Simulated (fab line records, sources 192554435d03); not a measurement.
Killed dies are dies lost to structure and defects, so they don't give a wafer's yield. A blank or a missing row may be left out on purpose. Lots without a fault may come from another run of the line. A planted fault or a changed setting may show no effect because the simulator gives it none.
fab line records | flow n5_finfet
record lots=10 wafers=28 last_day=17
route steps=1938 shown SD_EPI_N@281 BEOL_M4@1098 BEOL_M5@1112 PASSIVATION@1936
lots that met no fault: from a run of the same line without faults
start_h: hours from the record's first day to the start of the lot's first wafer shown | wait_h: hours since the lot's step before | " the same as in the row above | L1.1+2: a row that stands for several wafers | - no value, or no start given | * or withheld: withheld | < > ~ a bound
route shown NAME@n: a module of which the file shows steps, and the number in the route of the first | usual: mean/standard deviation of fault-free wafers | same: alike in all rows | chamber/n: place in a boat | sites: the reading at each site | _std_site: their standard deviation | _edge_site: outer sites' mean less inner sites' | radius_mm: how far each site lies from the wafer's centre | mask NAME#n: copy n | behind: the tool/chamber that last shaped the wafer | hold: why the lot was held/for how many hours/how that ended | device: the transistor (n, p or np) that didn't switch | end of line: the same wafers' tests at the end of the route | a step without rows: its recipe alone | killed: dies lost to structure and defects at the first sort, not the wafer's yield | map: a wafer's dies, x killed, . not, _ none there
set.NAME: the setting as run; set.NAME@STEP: as run at that earlier step | model.NAME: the simulator's own value behind a step, which no gauge read
steps of the route over a sample of lots; a table a step, a row a wafer
services: from which hour (start_h, from the record's first day; less than 0 if before it) a tool's chamber was out of use, for how many hours, and why
## steps
# step N5_SD_EPI_N_SD_RECESS_17
# recipe chemistry=HBr/Cl2/O2 target_depth_a=410 mask_material=SOC time_s=23.7 bt_time_s=3 pressure_mtorr=10 icp_w=800 bias_w=112 HBr_flow_sccm=150 Cl2_flow_sccm=80 O2_flow_sccm=12
# usual drypump_motor_current_A=5.7/0.48 oes_product_au=0.998/0.021 throttle_valve_pct=37.1/0.35
# columns lot.wafer tool chamber start_h wait_h drypump_motor_current_A oes_product_au rf_hours_counter_h throttle_valve_pct
L509.2 rie_si-05 1 48.57 0.0 6.1 1.020 82 37.0
L509.5 " 0 " " 5.8 1.007 - 37.0
L510.3 rie_si-05 2 55.51 0.0 5.4 0.976 7 36.6
L510.5 " 3 " " 6.8 0.997 - 37.5
L510.6 " 0 " " 5.8 1.009 - 37.0
L512.2 rie_si-05 1 67.57 0.0 6.0 1.018 83 37.0
L512.4 " 2 " " 5.4 0.972 7 36.6
L512.6 " 1 " " 6.0 1.024 - 37.0
L514.2 rie_si-03 2 79.93 0.0 5.2 1.015 38 37.1
L514.3 " 3 " " 5.3 1.003 21 37.2
L514.4 " 1 " " 5.2 0.992 66 36.9
L517.2 rie_si-05 0 98.99 0.0 5.8 1.005 25 37.0
L517.5 " 3 " " 6.7 0.993 - 37.4
L517.6 " 0 " " 5.8 1.004 - 37.0
L518.3 rie_si-05 3 102.93 0.0 6.7 1.006 21 37.5
L518.4 " 2 " " 5.4 0.972 8 36.5
L518.5 " 1 " " 6.1 1.033 - 37.0
L519.2 rie_si-03 2 110.57 0.0 5.2 1.014 38 37.1
L519.4 " 3 " " 5.3 1.007 22 37.2
L519.6 " 3 " " 5.3 1.018 - 37.3
L524.2 rie_si-05 3 141.32 0.0 6.8 0.991 22 37.5
L524.4 " 0 " " 5.8 1.006 26 37.0
L524.5 " 2 " " 5.4 0.974 - 36.6
L529.1 rie_si-05 0 168.48 0.0 5.9 1.003 26 37.0
L529.6 " 1 " " 6.0 1.018 - 37.0
L531.1 rie_si-05 0 182.60 0.0 5.8 1.009 27 37.0
L531.3 " 3 " " 6.7 1.000 22 37.4
L531.4 " 1 " " 6.0 1.025 85 37.0
# step N5_BEOL_M4_SPUTTER_94
# recipe material=Cu target_thk_a=45 temp_c=-20 chamber_pressure_pa=0.07 power_w=withheld time_s=8.29
# usual throttle_valve_pct=29.8/1.2
# columns lot.wafer tool chamber start_h wait_h throttle_valve_pct
L509.2 pvd_sputter-02 - 178.32 0.1 31.6
L509.5 " - " " 29.4
L510.3 pvd_sputter-01 - 187.25 0.1 27.6
L510.5 " - " " 27.8
L510.6 " - " " 29.1
L512.2 pvd_sputter-02 - 193.69 0.1 31.3
L512.4 " - " " 28.4
L512.6 " - " " 28.3
L514.2 pvd_sputter-03 - 204.67 0.1 29.0
L514.3 " - " " 30.1
L514.4 " - " " 29.1
L518.3 pvd_sputter-03 - 227.56 0.1 30.5
L518.4 " - " " 30.3
L518.5 " - " " 30.0
L517.2 pvd_sputter-03 - 235.24 0.1 30.3
L517.5 " - " " 30.1
L517.6 " - " " 29.1
L519.2 pvd_sputter-01 - 236.60 0.1 30.7
L519.4 " - " " 27.8
L519.6 " - " " 31.9
L524.2 pvd_sputter-01 - 255.95 0.1 30.7
L524.4 " - " " 31.8
L524.5 " - " " 32.0
L529.1 pvd_sputter-02 - 296.80 0.1 29.2
L529.6 " - " " 29.5
L531.1 pvd_sputter-01 - 300.81 0.1 31.1
L531.3 " - " " 29.2
L531.4 " - " " 27.6
# step N5_BEOL_M4_INSPECT_59
# recipe inspect_instrument=darkfield mode=post_dep
# usual raw_defect_count=79/25
# columns lot.wafer tool chamber start_h wait_h raw_defect_count
L509.2 defect_inspect-01 - 179.65 0.0 75
L509.5 " - " " 102
L510.3 defect_inspect-01 - 188.56 0.0 61
L510.5 " - " " 58
L510.6 " - " " 54
L512.2 defect_inspect-01 - 194.99 0.0 39
L512.4 " - " " 45
L512.6 " - " " 86
L514.2 defect_inspect-01 - 206.30 0.0 66
L514.3 " - " " 86
L514.4 " - " " 53
L518.3 defect_inspect-02 - 228.88 0.0 111
L518.4 " - " " 93
L518.5 " - " " 77
L517.2 defect_inspect-02 - 236.53 0.0 91
L517.5 " - " " 86
L517.6 " - " " 73
L519.2 defect_inspect-01 - 237.89 0.0 55
L519.4 " - " " 39
L519.6 " - " " 58
L524.2 defect_inspect-02 - 257.24 0.0 46
L524.4 " - " " 42
L524.5 " - " " 43
L529.1 defect_inspect-01 - 298.37 0.0 120
L529.6 " - " " 147
L531.1 defect_inspect-02 - 302.10 0.0 56
L531.3 " - " " 59
L531.4 " - " " 54
# step N5_BEOL_M4_RC_MEAS_101
# usual CJ_N=4.33/0.1 DIBL_N=36.9/1.6 DIBL_P=37.1/2 IOFF_N=0.17/0.032 IOFF_N_LONG=5.54e-05/2.5e-06 IOFF_P=0.22/0.036 ION_N=674/12 ION_P=463/7.8 REXT_N=75.3/1.8 SS_N=71.7/0.63 SS_P=73.5/0.62 VT_N=249/3.3 VT_P=-250/3.5
# columns lot.wafer tool chamber start_h wait_h CJ_N DIBL_N[mV/V] DIBL_P[mV/V] IOFF_N[nA/um] IOFF_N_LONG[nA/um] IOFF_P[nA/um] ION_N[uA/um] ION_P[uA/um] REXT_N[ohm.um] SS_N[mV/dec] SS_P[mV/dec] VT_N[mV] VT_P[mV]
L509.2 prober-01 0 179.83 0.2 4.37 36.2 35.7 0.16 5.75e-05 0.21 685 463 74.1 72.0 73.2 248 -251
L509.5 " 0 " " 4.41 38.1 38.2 0.20 5.81e-05 0.25 693 468 73.3 72.9 74.0 245 -246
L510.3 prober-02 0 188.90 0.3 4.38 36.8 37.8 0.15 5.4e-05 0.27 664 466 77.5 71.3 73.3 252 -245
L510.5 " 0 " " 4.55 36.7 36.2 0.15 5.56e-05 0.24 649 462 77.3 71.9 73.0 251 -247
L510.6 " 0 " " 4.56 37.8 37.1 0.17 5.62e-05 0.25 666 466 75.7 71.1 73.1 249 -244
L512.2 prober-01 0 195.17 0.2 4.20 38.6 39.4 0.20 5.27e-05 0.29 679 469 73.3 71.8 74.3 247 -246
L512.4 " 0 " " 4.06 36.9 39.0 0.18 5.2e-05 0.29 689 474 75.7 72.1 73.9 249 -246
L512.6 " 0 " " 4.26 35.1 35.2 0.14 5.27e-05 0.21 664 464 73.9 71.2 73.3 252 -248
L514.2 prober-02 0 206.48 0.2 4.50 34.2 32.1 0.12 5.65e-05 0.15 660 453 75.1 70.8 73.2 254 -257
L514.3 " 0 " " 4.28 35.7 35.6 0.14 5.6e-05 0.20 669 458 75.4 70.7 73.9 252 -251
L514.4 " 0 " " 4.40 35.4 34.8 0.14 5.67e-05 0.19 672 463 75.5 70.8 72.8 251 -253
L518.3 prober-02 0 229.44 0.6 4.50 35.0 35.4 0.15 5.58e-05 0.18 660 451 75.7 71.0 73.3 252 -253
L518.4 " 0 " " 4.26 35.6 38.5 0.16 5.46e-05 0.23 687 467 77.3 70.9 73.9 250 -251
L518.5 " 0 " " 4.45 38.5 39.7 0.21 5.48e-05 0.26 678 465 75.8 71.1 74.3 249 -250
L517.2 prober-01 0 236.71 0.2 4.45 35.6 37.6 0.16 5.63e-05 0.21 676 466 78.0 71.0 73.9 250 -249
L517.5 " 0 " " 4.41 35.7 37.9 0.16 5.63e-05 0.22 674 458 78.8 71.9 73.2 250 -252
L517.6 " 0 " " 4.45 34.7 36.8 0.14 5.57e-05 0.20 659 459 78.1 71.3 72.9 254 -252
L519.2 prober-01 0 238.07 0.2 4.53 40.8 38.5 0.25 5.85e-05 0.22 689 457 75.5 72.4 73.9 242 -253
L519.4 " 0 " " 4.31 38.9 37.9 0.20 5.61e-05 0.21 679 457 75.0 71.8 74.1 245 -253
L519.6 " 0 " " 4.31 39.1 39.2 0.22 5.71e-05 0.23 700 467 76.1 71.7 74.0 244 -252
L524.2 prober-01 0 257.42 0.2 4.36 38.2 39.2 0.21 5.87e-05 0.25 688 465 74.2 72.6 74.0 247 -244
L524.4 " 0 " " 4.30 37.9 39.5 0.21 5.79e-05 0.25 679 465 75.3 72.9 73.4 246 -249
L524.5 " 0 " " 4.25 35.0 36.4 0.15 5.64e-05 0.21 662 457 76.7 71.8 73.9 248 -252
L529.1 prober-02 0 298.40 0.0 2.70 34.8 36.3 0.12 4.56e-05 0.25 592 465 85.1 71.8 74.1 257 -247
L529.6 " 0 " " 4.32 35.1 33.3 0.13 5.28e-05 0.20 666 462 75.9 71.1 73.0 253 -250
L531.1 prober-01 0 302.13 0.0 2.69 33.2 34.9 0.12 5.26e-05 0.25 595 472 83.2 70.4 73.7 252 -246
L531.3 " 0 " " 4.45 35.1 32.2 0.14 5.95e-05 0.20 667 464 73.1 71.7 72.9 253 -249
L531.4 " 0 " " 4.34 38.2 36.6 0.19 5.9e-05 0.27 673 466 74.6 72.0 73.8 248 -245
# step N5_BEOL_M5_ILD_DEP_00
# recipe material=SiCOH_lowk target_thk_a=1406.4 temp_c=300 precursor=DEMS/porogen pressure_torr=5 rf_w=500 time_s=25.9
# usual chamber_pressure_Torr=5.001/0.011 heater_power_w=343/45 showerhead_plenum_p_Torr=5.744/0.016 throttle_valve_pct=13.8/0.75
# columns lot.wafer tool chamber start_h wait_h chamber_pressure_Torr heater_power_w showerhead_plenum_p_Torr throttle_valve_pct
L509.2 pecvd-02 0 180.64 0.7 5.005 404 5.751 14.9
L509.5 " 2 " " 5.011 291 5.768 14.0
L510.3 pecvd-02 2 189.55 0.5 4.999 285 5.750 14.2
L510.5 " 0 " " 4.999 383 5.731 15.2
L510.6 " 2 " " 4.994 294 5.753 14.0
L512.2 pecvd-04 1 195.98 0.7 5.001 339 5.749 14.0
L512.4 " 1 " " 5.004 337 5.747 14.0
L512.6 " 2 " " 4.998 325 5.728 13.4
L514.2 pecvd-04 1 207.29 0.7 4.988 333 5.752 13.8
L514.3 " 0 " " 5.009 290 5.768 14.3
L514.4 " 2 " " 5.018 317 5.750 13.5
L518.3 pecvd-04 0 230.10 0.5 4.992 317 5.757 14.4
L518.4 " 1 " " 5.007 362 5.744 14.1
L518.5 " 0 " " 5.002 329 5.739 14.5
L517.2 pecvd-02 2 237.52 0.7 5.004 289 5.737 14.2
L517.5 " 2 " " 5.006 299 5.741 14.0
L517.6 " 1 " " 4.985 318 5.771 12.9
L519.2 pecvd-03 0 238.89 0.7 4.987 375 5.740 14.0
L519.4 " 0 " " 5.003 387 5.758 14.0
L519.6 " 1 " " 4.996 322 5.749 14.1
L524.2 pecvd-04 1 258.23 0.7 4.979 370 5.734 13.8
L524.4 " 1 " " 4.998 370 5.754 13.5
L524.5 " 2 " " 4.988 266 5.746 13.4
L529.1 pecvd-04 1 299.36 0.8 4.994 374 5.747 13.9
L529.6 " 2 " " 5.016 314 5.734 13.4
L531.1 pecvd-02 2 303.09 0.8 5.014 295 5.758 14.2
L531.3 " 1 " " 4.999 353 5.760 13.1
L531.4 " 0 " " 5.025 439 5.738 15.1
# step N5_PASSIVATION_PROBE_49
# usual defect_limited_yield=90.9/1.6 killed_at_M0_to_M3=34/11 killed_at_M4_up=14/5.7 killed_at_contacts=13/6.5 killed_at_front_end=43/11 killed_at_other=4/3.1 killed_dies=107/19 killed_open=71/14 killed_short=35/7.9 sort_bin_5_function=5.3/1.1 sort_bin_6_memory=3.4/0.74 sort_bin_8_speed=0.00/0.014 sort_n_pass=1073/19 sort_yield_pct=90.9/1.6
# same gross_dies=1180 killed_at_back_side=0 sort_bin_4_leakage[%]=0
# columns lot.wafer tool chamber start_h wait_h defect_limited_yield[%] killed_at_M0_to_M3 killed_at_M4_up killed_at_contacts killed_at_front_end killed_at_other killed_dies killed_open killed_short sort_bin_5_function[%] sort_bin_6_memory[%] sort_bin_8_speed[%] sort_n_pass sort_yield_pct[%]
L510.3 prober-02 - 292.12 0.1 90.1 38 17 9 51 2 117 71 45 6.2 3.4 0 1063 90.1
L510.5 prober-02 - 292.22 0.2 91.2 48 13 6 29 8 104 62 42 4.7 3.8 0 1076 91.2
L510.6 prober-02 - 292.27 0.3 92.2 37 11 6 36 2 92 67 24 4.7 3.0 0 1088 92.2
L509.2 prober-01 - 292.48 0.1 90.9 26 19 12 46 4 107 75 32 5.7 3.1 0 1073 90.9
L509.5 prober-01 - 292.63 0.2 90.5 29 21 11 51 0 112 73 30 4.4 4.0 0 1068 90.5
L512.2 prober-02 - 302.77 0.1 89.3 43 19 19 44 1 126 83 42 6.0 4.1 0 1054 89.3
L512.4 prober-02 - 302.87 0.2 87.4 51 14 12 71 1 149 83 64 7.8 4.4 0 1031 87.4
L512.6 prober-02 - 302.97 0.3 91.4 49 9 5 35 4 102 71 30 6.2 2.3 0 1078 91.4
L514.2 prober-02 - 312.28 0.1 92.3 44 7 17 21 2 91 59 31 4.2 3.4 0 1089 92.3
L514.3 prober-02 - 312.33 0.1 92.2 27 6 19 39 1 92 55 36 4.8 2.4 0 1088 92.2
L514.4 prober-02 - 312.38 0.2 90.3 44 11 22 35 2 114 71 41 4.9 4.3 0 1066 90.3
L518.3 prober-01 - 331.86 0.1 92.2 27 24 9 30 2 92 73 19 4.3 3.5 0 1088 92.2
L518.4 prober-01 - 331.91 0.2 93.8 17 14 7 34 1 73 45 28 3.9 2.1 0 1107 93.8
L518.5 prober-01 - 331.96 0.2 91.8 31 20 23 20 3 97 64 33 4.7 3.1 0 1083 91.8
L519.2 prober-01 - 336.69 0.1 90.2 36 15 14 47 4 116 75 41 4.5 4.7 0 1064 90.2
L519.4 prober-01 - 336.79 0.2 89.2 41 15 8 62 2 128 87 41 6.4 4.2 0 1052 89.2
L519.6 prober-01 - 336.89 0.3 90.3 29 8 15 58 5 115 73 37 4.6 4.2 0 1065 90.3
L517.2 prober-01 - 345.71 0.1 88.5 28 21 21 60 6 136 94 42 6.5 4.6 0 1044 88.5
L517.5 prober-01 - 345.86 0.2 90.8 29 10 20 44 5 108 73 35 5.0 3.6 0 1072 90.8
L517.6 prober-01 - 345.91 0.3 90.8 22 20 22 43 1 108 77 31 6.0 2.9 0 1072 90.8
L524.2 prober-02 - 357.19 0.1 89.7 38 30 18 31 5 122 81 40 6.1 4.1 0 1058 89.7
L524.4 prober-02 - 357.29 0.2 91.6 27 24 16 31 1 99 71 27 4.7 3.6 0 1081 91.6
L524.5 prober-02 - 357.34 0.2 90.9 42 15 6 42 2 107 69 32 5.3 3.1 0 1073 90.9
L529.1 prober-01 - 392.62 0.0 91.9 41 11 8 35 1 96 59 37 4.7 3.3 91.78 1 0.1
L529.6 prober-01 - 392.87 0.3 89.2 34 29 15 45 5 128 80 48 6.5 4.1 0 1052 89.2
L531.1 prober-02 - 407.37 0.0 90.7 27 17 19 44 3 110 75 34 5.7 3.3 90.68 0 0
L531.3 prober-02 - 407.47 0.1 89.6 33 18 19 46 7 123 84 36 5.9 4.0 0 1057 89.6
L531.4 prober-02 - 407.52 0.2 90.6 30 11 14 53 3 111 73 35 6.1 3.1 0 1069 90.6
# killed by level:class
L510.3 FIN_SAQP:geometric_particle:short=20 FIN_SAQP:geometric_particle:open=13 BEOL_M0_SAQP:geometric_particle:short=12 BEOL_M0_SAQP:geometric_particle:open=10 MOL_CONTACT_COAG:geometric_particle:open=7 DUMMY_GATE:geometric_particle:open=6 BEOL_M1:geometric_particle:open=6 STI_FIN_REVEAL:geometric_particle:open=5
L510.5 BEOL_M0_SAQP:geometric_particle:open=17 BEOL_M0_SAQP:geometric_particle:short=13 BEOL_M1:geometric_particle:open=9 MOL_CONTACT_COAG:geometric_particle:open=6 GATE_CUT:geometric_particle:short=5 BEOL_M4:geometric_particle:open=5 FIN_SAQP:geometric_particle:open=4 GATE_CUT:geometric_particle:open=4
L510.6 FIN_SAQP:geometric_particle:open=13 BEOL_M0_SAQP:geometric_particle:short=11 BEOL_M0_SAQP:geometric_particle:open=11 MOL_CONTACT_COAG:geometric_particle:open=5 BEOL_M2:geometric_particle:open=5 STARTING-WAFER:geometric_particle:open=5 FIN_SAQP:geometric_particle:short=4 BEOL_M1:geometric_particle:open=4
L509.2 STI_FIN_REVEAL:geometric_particle:open=20 MOL_CONTACT_COAG:geometric_particle:open=11 BEOL_M4:geometric_particle:open=9 BEOL_M0_SAQP:geometric_particle:short=8 BEOL_M2:geometric_particle:open=7 BEOL_M1:geometric_particle:open=5 FIN_SAQP:geometric_particle:open=4 GATE_CUT:geometric_particle:short=4
L509.5 MOL_CONTACT_COAG:geometric_particle:open=10 STI_FIN_REVEAL:geometric_particle:open=9 BEOL_M2:geometric_particle:open=8 BEOL_M3:geometric_particle:open=8 HKMG_FIN:area_etch=8 BEOL_M4:geometric_particle:open=7 FIN_SAQP:geometric_particle:open=6 GATE_CUT:geometric_particle:short=5
L512.2 MOL_CONTACT_COAG:geometric_particle:open=16 BEOL_M0_SAQP:geometric_particle:short=11 FIN_SAQP:geometric_particle:open=10 BEOL_M3:geometric_particle:open=10 BEOL_M4:geometric_particle:open=10 BEOL_M0_SAQP:geometric_particle:open=9 FIN_SAQP:geometric_particle:short=8 DUMMY_GATE:geometric_particle:open=6
L512.4 BEOL_M0_SAQP:geometric_particle:open=14 BEOL_M0_SAQP:geometric_particle:short=12 ILD0:geometric_particle:short=11 BEOL_M2:geometric_particle:open=11 MOL_CONTACT_COAG:geometric_particle:open=10 FIN_SAQP:geometric_particle:short=8 GATE_CUT:geometric_particle:open=7 BEOL_M2:geometric_particle:short=7
L512.6 BEOL_M0_SAQP:geometric_particle:open=13 BEOL_M0_SAQP:geometric_particle:short=11 BEOL_M1:geometric_particle:open=8 FIN_SAQP:geometric_particle:open=7 STI_FIN_REVEAL:geometric_particle:open=7 BEOL_M2:geometric_particle:open=7 DUMMY_GATE:geometric_particle:open=6 GATE_CUT:geometric_particle:short=4
L514.2 MOL_CONTACT_COAG:geometric_particle:open=12 BEOL_M1:geometric_particle:short=9 BEOL_M0_SAQP:geometric_particle:open=9 BEOL_M3:geometric_particle:open=9 BEOL_M0_SAQP:geometric_particle:short=7 STARTING-WAFER:geometric_particle:open=6 MOL_CONTACT_COAG:geometric_particle:short=5 BEOL_M2:geometric_particle:open=5
L514.3 MOL_CONTACT_COAG:geometric_particle:open=16 BEOL_M0_SAQP:geometric_particle:short=13 STI_FIN_REVEAL:geometric_particle:open=9 BEOL_M0_SAQP:geometric_particle:open=8 FIN_SAQP:geometric_particle:open=7 GATE_CUT:geometric_particle:short=6 FIN_SAQP:geometric_particle:short=4 BEOL_M4:geometric_particle:open=4
L514.4 MOL_CONTACT_COAG:geometric_particle:open=18 BEOL_M0_SAQP:geometric_particle:open=17 BEOL_M0_SAQP:geometric_particle:short=12 STI_FIN_REVEAL:geometric_particle:open=9 FIN_SAQP:geometric_particle:short=6 FIN_SAQP:geometric_particle:open=4 BEOL_M1:geometric_particle:short=4 BEOL_M5:geometric_particle:open=4
L518.3 STI_FIN_REVEAL:geometric_particle:open=9 DUMMY_GATE:geometric_particle:open=8 MOL_CONTACT_COAG:geometric_particle:open=8 BEOL_M2:geometric_particle:open=8 BEOL_M3:geometric_particle:open=6 BEOL_M5:geometric_particle:open=5 BEOL_M0_SAQP:geometric_particle:open=4 BEOL_M4:geometric_particle:open=4
L518.4 MOL_CONTACT_COAG:geometric_particle:open=7 DUMMY_GATE:geometric_particle:open=6 BEOL_M4:geometric_particle:open=6 BEOL_M2:geometric_particle:open=5 FIN_SAQP:geometric_particle:short=5 BEOL_M0_SAQP:geometric_particle:short=5 STI_FIN_REVEAL:geometric_particle:open=4 FIN_SAQP:geometric_particle:open=3
L518.5 MOL_CONTACT_COAG:geometric_particle:open=19 BEOL_M4:geometric_particle:open=16 BEOL_M0_SAQP:geometric_particle:short=15 STI_FIN_REVEAL:geometric_particle:open=7 BEOL_M0_SAQP:geometric_particle:open=6 MOL_CONTACT_COAG:geometric_particle:short=4 STI_FIN_REVEAL:geometric_particle:short=3 BEOL_M3:geometric_particle:open=3
L519.2 FIN_SAQP:geometric_particle:short=13 BEOL_M0_SAQP:geometric_particle:open=12 FIN_SAQP:geometric_particle:open=11 MOL_CONTACT_COAG:geometric_particle:open=11 STI_FIN_REVEAL:geometric_particle:open=10 BEOL_M0_SAQP:geometric_particle:short=10 BEOL_M3:geometric_particle:open=6 BEOL_M2:geometric_particle:open=4
L519.4 FIN_SAQP:geometric_particle:open=20 FIN_SAQP:geometric_particle:short=19 BEOL_M3:geometric_particle:open=17 STI_FIN_REVEAL:geometric_particle:open=12 BEOL_M0_SAQP:geometric_particle:open=8 MOL_CONTACT_COAG:geometric_particle:open=7 BEOL_M4:geometric_particle:open=6 BEOL_M0_SAQP:geometric_particle:short=5
L519.6 FIN_SAQP:geometric_particle:open=18 BEOL_M3:geometric_particle:open=12 MOL_CONTACT_COAG:geometric_particle:open=12 STI_FIN_REVEAL:geometric_particle:open=9 FIN_SAQP:geometric_particle:short=8 BEOL_M0_SAQP:geometric_particle:short=5 BEOL_M1:geometric_particle:open=4 STARTING-WAFER:geometric_particle:open=4
L517.2 FIN_SAQP:geometric_particle:open=30 MOL_CONTACT_COAG:geometric_particle:open=19 FIN_SAQP:geometric_particle:short=11 BEOL_M4:geometric_particle:open=11 BEOL_M2:geometric_particle:open=6 BEOL_M2:geometric_particle:short=5 BEOL_M0_SAQP:geometric_particle:short=5 BEOL_M1:geometric_particle:open=5
L517.5 MOL_CONTACT_COAG:geometric_particle:open=16 BEOL_M2:geometric_particle:open=13 FIN_SAQP:geometric_particle:open=12 FIN_SAQP:geometric_particle:short=7 STI_FIN_REVEAL:geometric_particle:open=7 GATE_CUT:geometric_particle:short=7 BEOL_M4:geometric_particle:open=5 MOL_CONTACT_COAG:geometric_particle:short=4
L517.6 MOL_CONTACT_COAG:geometric_particle:open=19 FIN_SAQP:geometric_particle:open=18 BEOL_M4:geometric_particle:open=10 BEOL_M1:geometric_particle:open=8 FIN_SAQP:geometric_particle:short=7 STI_FIN_REVEAL:geometric_particle:open=4 BEOL_M2:geometric_particle:open=4 BEOL_M4:geometric_particle:short=4
L524.2 MOL_CONTACT_COAG:geometric_particle:open=17 BEOL_M4:geometric_particle:open=16 BEOL_M1:geometric_particle:short=8 BEOL_M3:geometric_particle:open=8 FIN_SAQP:geometric_particle:short=7 BEOL_M4:geometric_particle:short=7 BEOL_M2:geometric_particle:open=6 FIN_SAQP:geometric_particle:open=5
L524.4 BEOL_M3:geometric_particle:open=12 MOL_CONTACT_COAG:geometric_particle:open=11 BEOL_M4:geometric_particle:open=10 FIN_SAQP:geometric_particle:open=8 GATE_CUT:geometric_particle:short=6 STI_FIN_REVEAL:geometric_particle:open=5 BEOL_M1:geometric_particle:open=5 BEOL_M5:geometric_particle:open=5
L524.5 FIN_SAQP:geometric_particle:open=12 BEOL_M3:geometric_particle:open=10 BEOL_M4:geometric_particle:open=8 FIN_SAQP:geometric_particle:short=7 BEOL_M0_SAQP:geometric_particle:short=7 BEOL_M1:geometric_particle:open=7 STI_FIN_REVEAL:geometric_particle:open=6 BEOL_M0_SAQP:geometric_particle:open=5
L529.1 BEOL_M0_SAQP:geometric_particle:open=9 BEOL_M0_SAQP:geometric_particle:short=8 FIN_SAQP:geometric_particle:open=7 MOL_CONTACT_COAG:geometric_particle:open=7 FIN_SAQP:geometric_particle:short=6 BEOL_M0:geometric_particle:short=5 BEOL_M4:geometric_particle:open=5 ILD0:geometric_particle:open=4
L529.6 FIN_SAQP:geometric_particle:open=15 BEOL_M4:geometric_particle:open=12 MOL_CONTACT_COAG:geometric_particle:open=11 BEOL_M0_SAQP:geometric_particle:open=9 FIN_SAQP:geometric_particle:short=8 BEOL_M0_SAQP:geometric_particle:short=8 BEOL_M2:geometric_particle:open=6 MOL_CONTACT_COAG:geometric_particle:short=4
L531.1 MOL_CONTACT_COAG:geometric_particle:open=18 STI_FIN_REVEAL:geometric_particle:open=12 BEOL_M4:geometric_particle:open=11 FIN_SAQP:geometric_particle:open=9 FIN_SAQP:geometric_particle:short=9 STARTING-WAFER:geometric_particle:short=7 BEOL_M0_SAQP:geometric_particle:short=6 BEOL_M2:geometric_particle:open=5
L531.3 MOL_CONTACT_COAG:geometric_particle:open=17 FIN_SAQP:geometric_particle:open=15 FIN_SAQP:geometric_particle:short=11 BEOL_M1:geometric_particle:open=9 BEOL_M4:geometric_particle:open=7 BEOL_M0_SAQP:geometric_particle:short=5 BEOL_M1:geometric_particle:short=5 STARTING-WAFER:geometric_particle:open=5
L531.4 FIN_SAQP:geometric_particle:open=15 MOL_CONTACT_COAG:geometric_particle:open=11 BEOL_M0_SAQP:geometric_particle:short=9 STI_FIN_REVEAL:geometric_particle:open=9 FIN_SAQP:geometric_particle:short=8 DUMMY_GATE:geometric_particle:open=6 BEOL_M0:geometric_particle:open=5 BEOL_M2:geometric_particle:open=5
## services
# columns tool chamber start_h hours kind
rie_si-05 3 39.10 9.8 repair
pecvd-04 2 45.70 2.1 scheduled_down
pecvd-04 2 47.83 - clean
pecvd-04 2 47.83 - consumable_replace:showerhead
pecvd-04 2 47.83 29.0 scheduled_down
pecvd-04 2 47.83 29.0 vent_cycle
pvd_sputter-02 - 54.51 8.1 repair
pvd_sputter-03 - 77.00 1.2 repair
rie_si-03 0 122.99 1.0 repair
rie_si-05 0 124.46 6.2 repair
pvd_sputter-01 - 149.90 7.8 repair
pecvd-04 - 151.02 2.8 pm
pecvd-02 - 157.09 1.2 repair
rie_si-03 2 158.48 21.8 repair
pecvd-02 0 160.48 9.3 repair
pecvd-02 - 170.23 1.2 repair
pvd_sputter-01 - 175.05 0.9 repair
pecvd-04 1 186.84 5.5 scheduled_down
pecvd-03 - 195.89 6.0 pm
pecvd-03 - 207.52 4.3 pm
pecvd-04 - 226.86 0.3 repair
rie_si-05 0 235.27 4.5 repair
rie_si-03 - 278.63 0.4 repair
rie_si-03 0 300.94 2.0 repair
## key
first_sign step=N5_BEOL_M4_RC_MEAS_101 reading=CJ_N direction=down sigmas=16 usual=4.33 struck=2.69
effect step=N5_BEOL_M4_RC_MEAS_101 reading=ION_N direction=down sigmas=6.6 usual=674 struck=594
effect step=N5_BEOL_M4_RC_MEAS_101 reading=REXT_N direction=up sigmas=4.9 usual=75.3 struck=84.2
effect step=N5_BEOL_M4_RC_MEAS_101 reading=IOFF_N_LONG direction=down sigmas=2.5 usual=5.54e-05 struck=4.91e-05
effect step=N5_PASSIVATION_PROBE_49 reading=sort_bin_8_speed direction=up sigmas=99+ usual=0.00 struck=91.23
met_at N5_SD_EPI_N_SD_RECESS_17
struck_lots L529,L531
struck_wafers L529.1,L531.1
not_acting_at N5_BEOL_M4_SPUTTER_94,N5_BEOL_M4_INSPECT_59,N5_BEOL_M5_ILD_DEP_00
onset_between 141.32 168.48
fault kind=process_parameter_drift tool=rie_si-05 chamber=- onset_h=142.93 steps=N5_SD_EPI_N_SD_RECESS_17 channel=time_s offset=* shape=step end_h=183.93 scope=struck_wafers_only acts_in=* stated=*
